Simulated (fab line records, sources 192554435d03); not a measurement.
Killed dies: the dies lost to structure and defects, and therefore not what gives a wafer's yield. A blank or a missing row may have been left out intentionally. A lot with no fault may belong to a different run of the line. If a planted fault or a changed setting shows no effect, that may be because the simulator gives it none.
fab line records + flow n5-finfet
record
- lots=9
- wafers=25
- last-day=17
route steps=1938 shown SD_EPI_P@305 SD_ACTIVATION@332 BEOL_M4@1111 PASSIVATION@1936
lots that met no fault: from a run of the same line without faults
start-h: start of the lot's first displayed wafer, in hours after the record's first day + wait-h: hours elapsed since this lot's preceding step + " repeats the value in the row above + L1.1+2: several wafers, shown together as one row + - no value, or no start was given + * or withheld: withheld + < > ~ a bound
route shown NAME@n: a module of which the file shows steps, and the number in the route of the first + usual: mean/standard deviation of fault-free wafers + same: alike in all rows + chamber/n: place in a boat + sites: the reading at each site + _std_site: their standard deviation + _edge_site: the outer-site mean with the inner-site mean subtracted + radius-mm: how far each site lies from the wafer's centre + mask NAME#n: copy n + behind: tool/chamber where the wafer was last shaped + hold: the reason the lot was held/the length of the hold in hours/how it ended + device: transistor that didn't switch, given as n, p or np + end of line: the same wafers' tests at the end of the route + where a step has no rows: the recipe by itself + killed: not the wafer's yield, but the dies lost to structure and defects at the first sort + map: per-die view of a wafer (x killed, . not killed, _ where there is no die)
set.NAME: setting as actually run; set.NAME@STEP: the setting as run at that earlier step + model.NAME: the simulator's own value behind a step, which no gauge read
the route's steps for a sample of lots (tables are steps, rows are wafers)
services: from which hour (start-h, from the record's first day; less than 0 if before it) a tool's chamber was out of use, for how many hours, and why
## steps
# step N5_SD_EPI_P_INSPECT_11
# recipe
- mode=adi
- inspect-instrument=macro
# usual
- raw-defect-count=2.1/1.5
| lot.wafer | tool              | chamber | start-h | wait-h | raw-defect-count |
|-----------|-------------------|---------|---------|--------|------------------|
| L703.2    | defect-inspect-01 | -       | 82.03   | 0.0    | 2                |
| L703.3    | "                 | -       | "       | "      | 0                |
| L703.6    | "                 | -       | "       | "      | 1                |
| L710.2    | defect-inspect-02 | -       | 129.83  | 0.0    | 1                |
| L710.3    | "                 | -       | "       | "      | 4                |
| L710.6    | "                 | -       | "       | "      | 1                |
| L711.4    | defect-inspect-02 | -       | 135.54  | 0.0    | 0                |
| L711.5    | "                 | -       | "       | "      | 0                |
| L712.3    | defect-inspect-02 | -       | 146.33  | 0.0    | 2                |
| L712.4    | "                 | -       | "       | "      | 4                |
| L712.6    | "                 | -       | "       | "      | 2                |
| L713.2    | defect-inspect-02 | -       | 148.54  | 0.0    | 0                |
| L713.5    | "                 | -       | "       | "      | 4                |
| L713.6    | "                 | -       | "       | "      | 1                |
| L718.4    | defect-inspect-02 | -       | 176.36  | 0.0    | 5                |
| L718.5    | "                 | -       | "       | "      | 2                |
| L719.4    | defect-inspect-02 | -       | 180.37  | 0.0    | 1                |
| L719.5    | "                 | -       | "       | "      | 0                |
| L719.6    | "                 | -       | "       | "      | 4                |
| L720.2    | defect-inspect-02 | -       | 187.01  | 0.0    | 2                |
| L720.4    | "                 | -       | "       | "      | 2                |
| L720.6    | "                 | -       | "       | "      | 3                |
| L721.4    | defect-inspect-02 | -       | 193.10  | 0.0    | 1                |
| L721.5    | "                 | -       | "       | "      | 3                |
| L721.6    | "                 | -       | "       | "      | 2                |
# step N5_SD_EPI_P_ETCHBACK_46
# recipe
- chemistry=CH3F/O2
- mode=anisotropic-etchback
- target=SiNx
- target-depth-a=175
- stop-on=SiO2
- over-etch-frac=0.3
- ion-energy-ev=120
- pressure-mtorr=30
- source-w=395
- bias-w=73
- Ar_flow_sccm=150
- CH3F_flow_sccm=30
- O2_flow_sccm=20
# usual
- drypump-motor-current-A=5.6/0.32
- oes_ar_750_au=0.78/0.055
- oes-product-au=0.66/0.046
- rf-vpp-V=296/3.6
- showerhead-plenum-p-Torr=1.92/0.067
- throttle-valve-pct=16.25/0.21
| lot.wafer | tool        | chamber | start-h | wait-h | drypump-motor-current-A | oes_ar_750_au | oes-product-au | rf-hours-counter-h | rf-vpp-V | showerhead-plenum-p-Torr | throttle-valve-pct |
|-----------|-------------|---------|---------|--------|-------------------------|---------------|----------------|--------------------|----------|--------------------------|--------------------|
| L703.2    | rie-diel-03 | 3       | 82.60   | 0.0    | 5.3                     | 0.74          | 0.63           | 172                | 294      | 1.91                     | 16.41              |
| L703.3    | "           | 1       | "       | "      | 6.1                     | 0.95          | 0.80           | 11                 | 291      | 1.96                     | 16.01              |
| L703.6    | "           | 0       | "       | "      | 5.5                     | 0.79          | 0.69           | -                  | 298      | 1.86                     | 16.34              |
| L710.2    | rie-diel-01 | 3       | 130.55  | 0.0    | 5.6                     | 0.77          | 0.66           | 128                | 295      | 1.86                     | 16.50              |
| L710.3    | "           | 0       | "       | "      | 5.7                     | 0.84          | 0.71           | 68                 | 294      | 2.03                     | 15.97              |
| L710.6    | "           | 3       | "       | "      | 5.5                     | 0.77          | 0.66           | -                  | 296      | 1.86                     | 16.48              |
| L711.4    | rie-diel-03 | 0       | 135.98  | 0.0    | 5.5                     | 0.77          | 0.67           | 124                | 297      | 1.85                     | 16.36              |
| L711.5    | "           | 3       | "       | "      | 5.3                     | 0.73          | 0.62           | -                  | 293      | 1.91                     | 16.45              |
| L712.3    | rie-diel-03 | 0       | 146.78  | 0.0    | 5.4                     | 0.77          | 0.67           | 128                | 297      | 1.85                     | 16.37              |
| L712.4    | "           | 2       | "       | "      | 5.4                     | 0.80          | 0.66           | 124                | 290      | 1.86                     | 16.22              |
| L712.6    | "           | 0       | "       | "      | 5.5                     | 0.76          | 0.67           | -                  | 298      | 1.85                     | 16.37              |
| L713.2    | rie-diel-04 | 3       | 149.16  | 0.0    | 6.0                     | 0.79          | 0.67           | 115                | 302      | 1.93                     | 16.04              |
| L713.5    | "           | 1       | "       | "      | 5.1                     | 0.73          | 0.62           | -                  | 298      | 1.90                     | 16.63              |
| L713.6    | "           | 0       | "       | "      | 5.2                     | 0.70          | 0.60           | -                  | 295      | 1.97                     | 16.31              |
| L718.4    | rie-diel-04 | 3       | 177.12  | 0.0    | 6.0                     | 0.77          | 0.66           | 124                | 302      | 1.93                     | 16.07              |
| L718.5    | "           | 2       | "       | "      | 5.8                     | 0.77          | 0.65           | -                  | 293      | 1.85                     | 16.27              |
| L719.4    | rie-diel-03 | 2       | 180.81  | 0.0    | 5.4                     | 0.78          | 0.66           | 135                | 290      | 1.85                     | 16.21              |
| L719.5    | "           | 3       | "       | "      | 5.3                     | 0.72          | 0.61           | -                  | 292      | 1.90                     | 16.46              |
| L719.6    | "           | 0       | "       | "      | 5.5                     | 0.75          | 0.66           | -                  | 297      | 1.85                     | 16.38              |
| L720.2    | rie-diel-04 | 1       | 187.54  | 0.0    | 5.1                     | 0.71          | 0.61           | 218                | 296      | 1.90                     | 16.62              |
| L720.4    | "           | 2       | "       | "      | 5.8                     | 0.77          | 0.64           | 142                | 294      | 1.85                     | 16.27              |
| L720.6    | "           | 1       | "       | "      | 5.1                     | 0.72          | 0.61           | -                  | 296      | 1.90                     | 16.64              |
| L721.4    | rie-diel-03 | 1       | 193.67  | 0.0    | 6.1                     | 0.87          | 0.75           | 47                 | 291      | 1.95                     | 16.09              |
| L721.5    | "           | 1       | "       | "      | 6.1                     | 0.87          | 0.74           | -                  | 290      | 1.95                     | 16.07              |
| L721.6    | "           | 0       | "       | "      | 5.5                     | 0.76          | 0.66           | -                  | 296      | 1.85                     | 16.39              |
# step N5_SD_EPI_P_STRIP_40
# recipe
- chemistry=N2/H2
- power-w=1000
- temp-c=250
- h2-frac=0.65
- overash-fraction=0.3
- pressure-mtorr=withheld
- n2-flow-sccm=1750
- h2-flow-sccm=3250
# usual
- drypump-motor-current-A=5.6/0.43
- heater-power-w=317/41
- oes-product-au=0.761/0.012
| lot.wafer | tool            | chamber | start-h | wait-h | drypump-motor-current-A | heater-power-w | oes-product-au | rf-hours-counter-h |
|-----------|-----------------|---------|---------|--------|-------------------------|----------------|----------------|--------------------|
| L703.2    | plasma-asher-02 | 0       | 83.04   | 0.0    | 5.3                     | 375            | 0.774          | 41                 |
| L703.3    | "               | 0       | "       | "      | 5.3                     | 391            | 0.768          | -                  |
| L703.6    | "               | 1       | "       | "      | 6.0                     | 304            | 0.766          | -                  |
| L710.2    | plasma-asher-01 | 0       | 131.06  | 0.1    | 5.1                     | 285            | 0.753          | 93                 |
| L710.3    | "               | 0       | "       | "      | 5.2                     | 300            | 0.769          | -                  |
| L710.6    | "               | 0       | "       | "      | 5.2                     | 289            | 0.764          | -                  |
| L711.4    | plasma-asher-02 | 0       | 136.42  | 0.0    | 5.3                     | 382            | 0.764          | -                  |
| L711.5    | "               | 1       | "       | "      | 6.0                     | 290            | 0.768          | -                  |
| L712.3    | plasma-asher-02 | 1       | 147.21  | 0.0    | 5.9                     | 302            | 0.772          | -                  |
| L712.4    | "               | 0       | "       | "      | 5.3                     | 390            | 0.786          | -                  |
| L712.6    | "               | 0       | "       | "      | 5.3                     | 386            | 0.730          | -                  |
| L713.2    | plasma-asher-01 | 1       | 149.58  | 0.0    | 6.2                     | 291            | 0.734          | 95                 |
| L713.5    | "               | 1       | "       | "      | 6.2                     | 289            | 0.768          | -                  |
| L713.6    | "               | 0       | "       | "      | 5.1                     | 293            | 0.756          | -                  |
| L718.4    | plasma-asher-02 | 0       | 177.55  | 0.0    | 5.3                     | 385            | 0.750          | -                  |
| L718.5    | "               | 1       | "       | "      | 5.9                     | 297            | 0.747          | -                  |
| L719.4    | plasma-asher-02 | 0       | 181.25  | 0.0    | 5.3                     | 373            | 0.750          | -                  |
| L719.5    | "               | 0       | "       | "      | 5.3                     | 391            | 0.752          | -                  |
| L719.6    | "               | 1       | "       | "      | 5.9                     | 295            | 0.752          | -                  |
| L720.2    | plasma-asher-01 | 1       | 187.96  | 0.0    | 6.2                     | 284            | 0.763          | 103                |
| L720.4    | "               | 1       | "       | "      | 6.2                     | 288            | 0.748          | -                  |
| L720.6    | "               | 1       | "       | "      | 6.2                     | 282            | 0.734          | -                  |
| L721.4    | plasma-asher-02 | 1       | 194.11  | 0.0    | 6.0                     | 299            | 0.756          | -                  |
| L721.5    | "               | 0       | "       | "      | 5.3                     | 386            | 0.768          | -                  |
| L721.6    | "               | 1       | "       | "      | 5.9                     | 292            | 0.746          | -                  |
# step N5_SD_EPI_P_EPI_21
# recipe
- material=SiGe:B
- dopant=B
- temp-c=550
- pressure-torr=20
- ambient=H2
- time-s=355
# usual
- epi-growth-time-s=355/0
- susceptor_temp_C_max=551.2/0.53
| lot.wafer | tool         | chamber | start-h | wait-h | epi-growth-time-s | susceptor_temp_C_max |
|-----------|--------------|---------|---------|--------|-------------------|----------------------|
| L703.2    | epi-rpcvd-01 | 0       | 84.16   | 0.6    | 355               | 551.3                |
| L703.3    | "            | 0       | "       | "      | 355               | 551.0                |
| L703.6    | "            | 0       | 86.08   | 2.4    | 355               | 551.5                |
| L710.2    | epi-rpcvd-01 | 0       | 131.94  | 0.5    | 355               | 550.9                |
| L710.3    | "            | 0       | "       | "      | 355               | 551.8                |
| L710.6    | "            | 0       | 133.38  | 1.8    | 355               | 551.3                |
| L711.4    | epi-rpcvd-01 | 0       | 137.99  | 1.1    | 355               | 551.2                |
| L711.5    | "            | 0       | "       | "      | 293.63            | 551.1                |
| L712.3    | epi-rpcvd-01 | 0       | 148.43  | 0.8    | 293.63            | 551.6                |
| L712.4    | "            | 0       | "       | "      | 355               | 551.8                |
| L712.6    | "            | 0       | "       | "      | 355               | 551.7                |
| L713.2    | epi-rpcvd-02 | 0       | 150.45  | 0.5    | 355               | 550.6                |
| L713.5    | "            | 0       | 151.53  | 1.5    | 355               | 550.4                |
| L713.6    | "            | 0       | "       | "      | 355               | 550.7                |
| L718.4    | epi-rpcvd-01 | 0       | 179.13  | 1.1    | 355               | 551.0                |
| L718.5    | "            | 0       | "       | "      | 293.63            | 550.8                |
| L719.4    | epi-rpcvd-02 | 0       | 183.31  | 1.5    | 355               | 550.7                |
| L719.5    | "            | 0       | "       | "      | 355               | 550.2                |
| L719.6    | "            | 0       | "       | "      | 355               | 550.8                |
| L720.2    | epi-rpcvd-02 | 0       | 188.84  | 0.5    | 355               | 550.5                |
| L720.4    | "            | 0       | "       | "      | 355               | 550.9                |
| L720.6    | "            | 0       | "       | "      | 355               | 551.0                |
| L721.4    | epi-rpcvd-02 | 0       | 196.16  | 1.5    | 355               | 550.5                |
| L721.5    | "            | 0       | "       | "      | 355               | 551.1                |
| L721.6    | "            | 0       | "       | "      | 355               | 550.4                |
# step N5_SD_EPI_P_EPI_MEAS_23
# recipe
- mode=xrd
# usual
- thk-nm=61.1/1.2
| lot.wafer | tool          | chamber | start-h | wait-h | thk-nm |
|-----------|---------------|---------|---------|--------|--------|
| L703.2    | film-metro-02 | -       | 86.59   | 2.0    | 59.4   |
| L703.3    | "             | -       | "       | "      | 59.7   |
| L703.6    | "             | -       | "       | "      | 61.8   |
| L710.2    | film-metro-01 | -       | 133.78  | 1.5    | 60.9   |
| L710.3    | "             | -       | "       | "      | 60.9   |
| L710.6    | "             | -       | "       | "      | 58.9   |
| L711.4    | film-metro-01 | -       | 139.12  | 0.8    | 60.7   |
| L711.5    | "             | -       | "       | "      | 54.2   |
| L712.3    | film-metro-01 | -       | 149.91  | 1.1    | 53.8   |
| L712.4    | "             | -       | "       | "      | 60.7   |
| L712.6    | "             | -       | "       | "      | 61.7   |
| L713.2    | film-metro-02 | -       | 152.29  | 1.5    | 59.5   |
| L713.5    | "             | -       | "       | "      | 61.7   |
| L713.6    | "             | -       | "       | "      | 62.8   |
| L718.4    | film-metro-02 | -       | 180.25  | 0.8    | 62.3   |
| L718.5    | "             | -       | "       | "      | 55.2   |
| L719.4    | film-metro-02 | -       | 184.79  | 1.0    | 61.7   |
| L719.5    | "             | -       | "       | "      | 62.5   |
| L719.6    | "             | -       | "       | "      | 61.3   |
| L720.2    | film-metro-02 | -       | 190.68  | 1.5    | 60.6   |
| L720.4    | "             | -       | "       | "      | 60.8   |
| L720.6    | "             | -       | "       | "      | 62.9   |
| L721.4    | film-metro-02 | -       | 197.66  | 1.0    | 60.5   |
| L721.5    | "             | -       | "       | "      | 61.5   |
| L721.6    | "             | -       | "       | "      | 60.8   |
# step N5_SD_ACTIVATION_RS_MEAS_03
# recipe
- thk-meas-gauge=four-point-probe
# usual
- RS_SD_N=21.95/0.23
- RS_SD_P=56.0/0.83
| lot.wafer | tool          | chamber | start-h | wait-h | RS_SD_N[ohm/sq] | RS_SD_P[ohm/sq] |
|-----------|---------------|---------|---------|--------|-----------------|-----------------|
| L703.2    | film-metro-02 | -       | 87.28   | 0.2    | 21.73           | 57.5            |
| L703.3    | "             | -       | "       | "      | 21.17           | 57.3            |
| L703.6    | "             | -       | "       | "      | 21.49           | 57.1            |
| L710.2    | film-metro-02 | -       | 134.44  | 0.2    | 21.84           | 54.9            |
| L710.3    | "             | -       | "       | "      | 21.59           | 55.5            |
| L710.6    | "             | -       | "       | "      | 22.03           | 55.3            |
| L711.4    | film-metro-02 | -       | 139.92  | 0.1    | 21.78           | 56.4            |
| L711.5    | "             | -       | "       | "      | 21.63           | 62.9            |
| L712.3    | film-metro-02 | -       | 150.55  | 0.2    | 21.64           | 62.8            |
| L712.4    | "             | -       | "       | "      | 21.94           | 56.0            |
| L712.6    | "             | -       | "       | "      | 21.89           | 56.4            |
| L713.2    | film-metro-01 | -       | 152.92  | 0.2    | 21.85           | 56.3            |
| L713.5    | "             | -       | "       | "      | 22.01           | 56.1            |
| L713.6    | "             | -       | "       | "      | 22.21           | 57.0            |
| L718.4    | film-metro-02 | -       | 180.91  | 0.1    | 21.95           | 54.6            |
| L718.5    | "             | -       | "       | "      | 22.04           | 62.7            |
| L719.4    | film-metro-01 | -       | 185.46  | 0.1    | 21.77           | 55.0            |
| L719.5    | "             | -       | "       | "      | 21.71           | 54.7            |
| L719.6    | "             | -       | "       | "      | 22.14           | 54.7            |
| L720.2    | film-metro-01 | -       | 191.48  | 0.2    | 22.24           | 56.2            |
| L720.4    | "             | -       | "       | "      | 22.66           | 56.2            |
| L720.6    | "             | -       | "       | "      | 22.18           | 56.1            |
| L721.4    | film-metro-01 | -       | 198.33  | 0.1    | 22.05           | 55.6            |
| L721.5    | "             | -       | "       | "      | 22.13           | 56.1            |
| L721.6    | "             | -       | "       | "      | 22.19           | 56.1            |
# step N5_BEOL_M4_RC_MEAS_101
# usual
- DIBL_N=36.1/1.3
- DIBL_P=36.3/1.4
- IOFF_N=0.162/0.024
- IOFF_P=0.22/0.033
- ION_N=674/9.9
- ION_P=464/7.6
- RS_SD_P=65.9/0.93
- SS_N=71.6/0.53
- SS_P=73.4/0.55
- VT_N=249.4/2.9
- VT_P=-249/3.3
| lot.wafer | tool      | chamber | start-h | wait-h | DIBL_N[mV/V] | DIBL_P[mV/V] | IOFF_N[nA/um] | IOFF_P[nA/um] | ION_N[uA/um] | ION_P[uA/um] | RS_SD_P[ohm/sq] | SS_N[mV/dec] | SS_P[mV/dec] | VT_N[mV] | VT_P[mV] |
|-----------|-----------|---------|---------|--------|--------------|--------------|---------------|---------------|--------------|--------------|-----------------|--------------|--------------|----------|----------|
| L703.2    | prober-02 | 0       | 195.37  | 0.2    | 37.0         | 37.8         | 0.167         | 0.19          | 665          | 454          | 66.8            | 71.7         | 73.1         | 249.9    | -253     |
| L703.3    | "         | 0       | "       | "      | 36.8         | 37.4         | 0.158         | 0.18          | 665          | 453          | 66.7            | 70.7         | 73.3         | 250.6    | -257     |
| L703.6    | "         | 0       | "       | "      | 36.0         | 36.9         | 0.138         | 0.18          | 663          | 456          | 66.3            | 71.4         | 72.8         | 255.4    | -253     |
| L710.2    | prober-02 | 0       | 240.69  | 0.2    | 36.9         | 38.0         | 0.181         | 0.26          | 691          | 477          | 64.8            | 72.1         | 73.8         | 245.0    | -247     |
| L710.3    | "         | 0       | "       | "      | 36.8         | 37.2         | 0.168         | 0.24          | 673          | 462          | 65.8            | 71.6         | 74.0         | 246.5    | -249     |
| L710.6    | "         | 0       | "       | "      | 36.3         | 37.1         | 0.168         | 0.23          | 692          | 469          | 65.6            | 71.5         | 73.7         | 247.2    | -249     |
| L712.3    | prober-02 | 0       | 242.71  | 0.3    | 36.8         | 38.0         | 0.171         | 0.24          | 670          | 458          | 73.2            | 71.9         | 73.5         | 248.2    | -247     |
| L712.4    | "         | 0       | "       | "      | 36.3         | 36.5         | 0.162         | 0.25          | 668          | 468          | 65.7            | 72.0         | 72.5         | 250.1    | -246     |
| L712.6    | "         | 0       | "       | "      | 35.5         | 35.1         | 0.145         | 0.22          | 664          | 464          | 66.5            | 72.1         | 72.8         | 250.7    | -249     |
| L711.4    | prober-01 | 0       | 244.86  | 0.5    | 35.9         | 36.8         | 0.182         | 0.26          | 690          | 474          | 64.9            | 71.6         | 73.8         | 246.8    | -244     |
| L711.5    | "         | 0       | "       | "      | 36.6         | 38.0         | 0.191         | 0.25          | 695          | 474          | 73.2            | 71.3         | 73.7         | 247.2    | -249     |
| L713.2    | prober-02 | 0       | 255.87  | 0.2    | 36.3         | 37.9         | 0.187         | 0.27          | 687          | 469          | 67.9            | 71.6         | 74.0         | 245.8    | -246     |
| L713.5    | "         | 0       | "       | "      | 35.5         | 36.5         | 0.165         | 0.24          | 667          | 461          | 66.5            | 72.0         | 73.5         | 250.1    | -246     |
| L713.6    | "         | 0       | "       | "      | 35.6         | 36.2         | 0.168         | 0.23          | 673          | 464          | 67.3            | 71.6         | 73.6         | 251.1    | -246     |
| L718.4    | prober-02 | 0       | 284.89  | 0.5    | 36.9         | 36.9         | 0.172         | 0.23          | 682          | 468          | 64.0            | 72.1         | 73.4         | 248.5    | -248     |
| L718.5    | "         | 0       | "       | "      | 37.9         | 38.8         | 0.193         | 0.22          | 681          | 455          | 73.6            | 71.6         | 74.0         | 247.4    | -253     |
| L720.2    | prober-01 | 0       | 294.21  | 0.2    | 33.7         | 36.0         | 0.133         | 0.19          | 681          | 464          | 65.8            | 70.8         | 73.6         | 254.7    | -249     |
| L720.4    | "         | 0       | "       | "      | 32.9         | 35.3         | 0.117         | 0.17          | 660          | 455          | 66.5            | 70.8         | 73.8         | 253.4    | -253     |
| L720.6    | "         | 0       | "       | "      | 33.2         | 35.2         | 0.121         | 0.18          | 669          | 458          | 65.8            | 71.6         | 72.5         | 255.0    | -252     |
| L721.4    | prober-01 | 0       | 297.02  | 0.5    | 36.1         | 37.0         | 0.164         | 0.22          | 672          | 464          | 64.9            | 70.8         | 73.1         | 251.3    | -248     |
| L721.5    | "         | 0       | "       | "      | 33.7         | 33.6         | 0.123         | 0.18          | 669          | 464          | 66.1            | 70.5         | 72.3         | 252.1    | -251     |
| L721.6    | "         | 0       | "       | "      | 37.4         | 37.4         | 0.182         | 0.22          | 674          | 459          | 65.0            | 72.0         | 73.4         | 246.8    | -249     |
| L719.4    | prober-02 | 0       | 301.76  | 0.5    | 35.8         | 34.9         | 0.142         | 0.22          | 675          | 465          | 64.5            | 71.0         | 72.7         | 249.5    | -246     |
| L719.5    | "         | 0       | "       | "      | 33.6         | 32.3         | 0.111         | 0.18          | 654          | 461          | 64.6            | 71.4         | 72.7         | 252.1    | -250     |
| L719.6    | "         | 0       | "       | "      | 36.4         | 36.6         | 0.154         | 0.24          | 683          | 470          | 65.0            | 71.3         | 73.4         | 250.5    | -246     |
# step N5_PASSIVATION_PROBE_49
# usual
- defect-limited-yield=91.1/1.5
- killed_at_M0_to_M3=36/11
- killed_at_M4_up=13/5
- killed-at-contacts=13/5
- killed-at-front-end=40/12
- killed-at-other=3.3/2.3
- killed-dies=106/17
- killed-open=70/13
- killed-short=34/7.6
- sort_bin_5_function=5.3/0.96
- sort_bin_6_memory=3.3/0.66
- sort-n-pass=1074/17
- sort-yield-pct=91.1/1.5
# same
- gross-dies=1180
- killed-at-back-side=0
- sort_bin_4_leakage[%]=0
- sort_bin_8_speed[%]=0
| lot.wafer | tool      | chamber | start-h | wait-h | defect-limited-yield[%] | killed_at_M0_to_M3 | killed_at_M4_up | killed-at-contacts | killed-at-front-end | killed-at-other | killed-dies | killed-open | killed-short | sort_bin_5_function[%] | sort_bin_6_memory[%] | sort-n-pass | sort-yield-pct[%] |
|-----------|-----------|---------|---------|--------|-------------------------|--------------------|-----------------|--------------------|---------------------|-----------------|-------------|-------------|--------------|------------------------|----------------------|-------------|-------------------|
| L712.4    | prober-02 | -       | 342.35  | 0.2    | 90.3                    | 42                 | 13              | 8                  | 44                  | 8               | 115         | 75          | 38           | 5.6                    | 3.9                  | 1065        | 90.3              |
| L712.6    | prober-02 | -       | 342.45  | 0.3    | 91.8                    | 43                 | 10              | 10                 | 33                  | 1               | 97          | 65          | 31           | 5.0                    | 2.9                  | 1083        | 91.8              |
# killed by level:class
L712.4 BEOL_M0_SAQP:geometric-particle:open=17 STI_FIN_REVEAL:geometric-particle:open=10 BEOL_M0_SAQP:geometric-particle:short=10 FIN_SAQP:geometric-particle:open=8 BEOL_M3:geometric-particle:open=8 GATE_CUT:geometric-particle:open=7 MOL_CONTACT_COAG:geometric-particle:open=6 BEOL_M4:geometric-particle:short=5
L712.6 BEOL_M3:geometric-particle:open=16 BEOL_M0_SAQP:geometric-particle:short=10 MOL_CONTACT_COAG:geometric-particle:open=8 STI_FIN_REVEAL:geometric-particle:open=7 BEOL_M0_SAQP:geometric-particle:open=7 BEOL_M4:geometric-particle:open=5 ILD0:geometric-particle:open=4 BEOL_M2:geometric-particle:open=4
## services
| tool            | chamber | start-h | hours | kind   |
|-----------------|---------|---------|-------|--------|
| rie-diel-03     | 3       | 68.58   | 5.6   | repair |
| plasma-asher-01 | -       | 78.79   | 3.6   | repair |
| epi-rpcvd-02    | -       | 88.27   | 2.8   | pm     |
| rie-diel-01     | 2       | 91.81   | 7.0   | repair |
| epi-rpcvd-02    | -       | 107.94  | 8.1   | pm     |
| rie-diel-01     | 3       | 135.21  | 3.0   | repair |
| rie-diel-04     | 0       | 154.84  | 11.5  | repair |
| epi-rpcvd-01    | -       | 155.06  | 1.4   | repair |
| rie-diel-01     | 0       | 159.53  | 26.5  | repair |
| epi-rpcvd-01    | -       | 165.89  | 2.8   | pm     |
| rie-diel-01     | -       | 181.01  | 0.5   | repair |
| epi-rpcvd-01    | -       | 185.87  | 6.0   | pm     |
## key
first-sign
- step=N5_SD_EPI_P_EPI_21
- reading=epi-growth-time-s
- direction=down
- sigmas=99+
- usual=*
- struck=*
effect
- step=N5_SD_EPI_P_EPI_MEAS_23
- reading=thk-nm
- direction=down
- sigmas=5.6
- usual=*
- struck=*
effect
- step=N5_SD_ACTIVATION_RS_MEAS_03
- reading=RS_SD_P
- direction=up
- sigmas=8.2
- usual=56.0
- struck=62.8
effect
- step=N5_BEOL_M4_RC_MEAS_101
- reading=RS_SD_P
- direction=up
- sigmas=8
- usual=65.9
- struck=73.3
met-at N5_SD_EPI_P_EPI_21
struck-lots L711,L712,L718
struck-wafers L711.5,L712.3,L718.5
not-acting-at N5_SD_EPI_P_INSPECT_11,N5_SD_EPI_P_ETCHBACK_46,N5_SD_EPI_P_STRIP_40
onset-between 131.94 137.99
fault
- kind=process-parameter-drift
- tool=epi-rpcvd-01
- chamber=-
- onset-h=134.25
- steps=N5_SD_EPI_P_EPI_21
- channel=epi-growth-time-s
- offset=*
- shape=step
- end-h=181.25
- scope=struck-wafers-only
- acts-in=*
- stated=*
